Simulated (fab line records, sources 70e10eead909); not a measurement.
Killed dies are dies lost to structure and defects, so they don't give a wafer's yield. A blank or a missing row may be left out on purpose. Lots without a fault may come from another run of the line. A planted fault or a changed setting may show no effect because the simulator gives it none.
Chamber matching | flow nand_harc | NHARC_A_STAIRCASE_DEP_151 on pecvd-01: 3 sister chambers
The step deposits SiO2, target thk 7200 nm. 3 wafers are shown with their chamber, then 7 later ones without.

WAFERS WITH THEIR CHAMBER
wafer  | chamber | heater_power_w (W)
L831.6 | 1       | 802
L836.2 | 0       | 528
L836.3 | 2       | 589

WAFERS WITHOUT THEIR CHAMBER
wafer  | heater_power_w (W)
L836.4 | 544
L839.2 | 647
L839.4 | 828
L839.5 | 507
L840.1 | 537
L840.3 | 572
L840.4 | 814

WHICH CHAMBER EACH WENT THROUGH
wafer  | from the rows above     | in truth
L836.4 | can't be placed: 0 or 2 | 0
L839.2 | 2                       | 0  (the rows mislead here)
L839.4 | 1                       | 1
L839.5 | 0                       | 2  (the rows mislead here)
L840.1 | can't be placed: 0 or 2 | 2
L840.3 | can't be placed: 2 or 0 | 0
L840.4 | 1                       | 1
Placed correctly: 2 of 7. Can't be placed from these rows: 3 (the true chamber is among the candidates in 3). Placed wrongly: 2.
How it was worked out, from the rows above alone: a wafer's distance from a chamber is the root of the sum, over the readings, of the square of ((its reading less the chamber's mean) divided by the reading's scatter). The wafer belongs to the nearest chamber; if the next one is less than 2 further off, it can't be placed. A chamber's mean is the mean of its shown wafers. The scatter: with one shown wafer a chamber, the root of the mean of the squares of how far each hidden wafer lies from its nearest shown one.
